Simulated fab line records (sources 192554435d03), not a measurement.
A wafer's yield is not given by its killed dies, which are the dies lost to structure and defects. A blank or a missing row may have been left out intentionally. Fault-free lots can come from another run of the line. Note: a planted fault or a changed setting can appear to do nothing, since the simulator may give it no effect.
3 desks, one fault    flow n5Finfet    what lay behind the numbers comes last; until then each desk has only its own

== METROLOGY DESK ==
Means of the sampled wafers that have a number, per lot and without regard to the tool the lot ran on: this is what the gauges read. The brackets show how far a lot's mean lies from the usual mean; more than 4 standard deviations puts the lot out of limits, marked OUT. It has 12 readings; the 7 that lie furthest out on some lot are the ones shown.
Columns: A = cdNm at N5_BEOL_M3_CD_MEAS_28, usual 25.74 nm; B = DIBL_P at N5_BEOL_M4_RC_MEAS_101, usual 36.0 mV/V; C = IOFF_N at N5_BEOL_M4_RC_MEAS_101, usual 0.16 nA/um; D = ION_N at N5_BEOL_M4_RC_MEAS_101, usual 675 uA/um; E = ION_P at N5_BEOL_M4_RC_MEAS_101, usual 464 uA/um; F = SS_P at N5_BEOL_M4_RC_MEAS_101, usual 73.3 mV/dec; G = VT_N at N5_BEOL_M4_RC_MEAS_101, usual 250 mV
lot   first seen here  A      B     C     D    E    F     G
L667  day 7 19:11      26.13  39.7  0.21  698  475  74.5  243
L673  day 9 02:01      25.72  36.7  0.14  654  450  73.3  253
L678  day 12 03:07     25.95  34.1  0.15  673  467  72.7  250
L680  day 12 07:49     25.57  37.0  0.17  684  471  74.2  247
L677  day 12 16:11     25.81  35.9  0.14  669  458  73.4  253
L683  day 12 17:29     25.86  37.0  0.17  668  459  73.7  250
This desk's finding: nothing out of limits on any of the 6 lots.

== AT THE TOOL OWNER'S DESK: rieDiel-06 ==
The tool's own readings at N5_BEOL_M3_VIA_ETCH_34 (etches the open film in C4F6/O2, target depth 69.4 nm, time 65.9 s): means of the sampled wafers that have a number, for each lot that ran on this tool. The brackets show how far a lot's mean lies from the usual mean; more than 4 standard deviations puts the lot out of limits, marked OUT.
Columns: A = O2_flow_sccm at N5_BEOL_M3_VIA_ETCH_34, usual 10.00 sccm; B = biasW at N5_BEOL_M3_VIA_ETCH_34, usual 170.0 W; C = drypumpMotorCurrentA at N5_BEOL_M3_VIA_ETCH_34, usual 5.6 A; D = oesProductAu at N5_BEOL_M3_VIA_ETCH_34, usual 0.77 a.u.; E = rfVppV at N5_BEOL_M3_VIA_ETCH_34, usual 672 V; F = showerheadPlenumPTorr at N5_BEOL_M3_VIA_ETCH_34, usual 2.87 Torr; G = throttleValvePct at N5_BEOL_M3_VIA_ETCH_34, usual 30.89 %
lot   first seen here  A      B                C    D     E    F     G
L667  day 7 22:47      9.96   170.0            5.8  0.81  660  2.84  30.83
L678  day 12 03:43     10.01  181.2 (+22) OUT  5.8  0.77  695  2.81  30.76
L677  day 12 22:36     10.01  181.1 (+22) OUT  5.7  0.75  694  2.87  30.66
This desk's finding: out of limits on L677, L678; first on L678, day 12 03:43 (biasW at N5_BEOL_M3_VIA_ETCH_34). L667 stayed within limits.

== THE DEFECT DESK ==
For each lot, the counts of the inspections along the route, averaged over the sampled wafers that have a number. The brackets show how far a lot's mean lies from the usual mean; more than 4 standard deviations puts the lot out of limits, marked OUT.
Columns: A = rawDefectCount at N5_BEOL_M3_INSPECT_30, usual 388
lot   first seen here  A
L667  day 7 19:16      463
L673  day 9 02:07      370
L678  day 12 03:13     420
L680  day 12 07:55     272
L677  day 12 16:16     346
L683  day 12 17:35     409
This desk's finding: nothing out of limits on any of the 6 lots.

== PUT TOGETHER ==
The tool owner's desk had the chance to raise an alarm at day 12 03:43 on L677, L678.
Metrology desk: nothing out of limits seen.
Nothing out of limits was seen by the defect desk.
The metrology desk holds a record of L677, L678, inside its limits.
The defect desk has L677, L678 on record, within its limits.
N5_BEOL_M3_VIA_ETCH_34 was run on rieDiel-06 by each of the lots named.

== WHAT THE SIMULATOR HAD INSERTED ==
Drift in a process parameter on rieDiel-06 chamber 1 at N5_BEOL_M3_VIA_ETCH_34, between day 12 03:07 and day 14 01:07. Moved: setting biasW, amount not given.
Struck lots among those shown: L677, L678.
Time in hours from fault onset to the first out-of-limits reading at each desk: the tool owner's desk, 1.
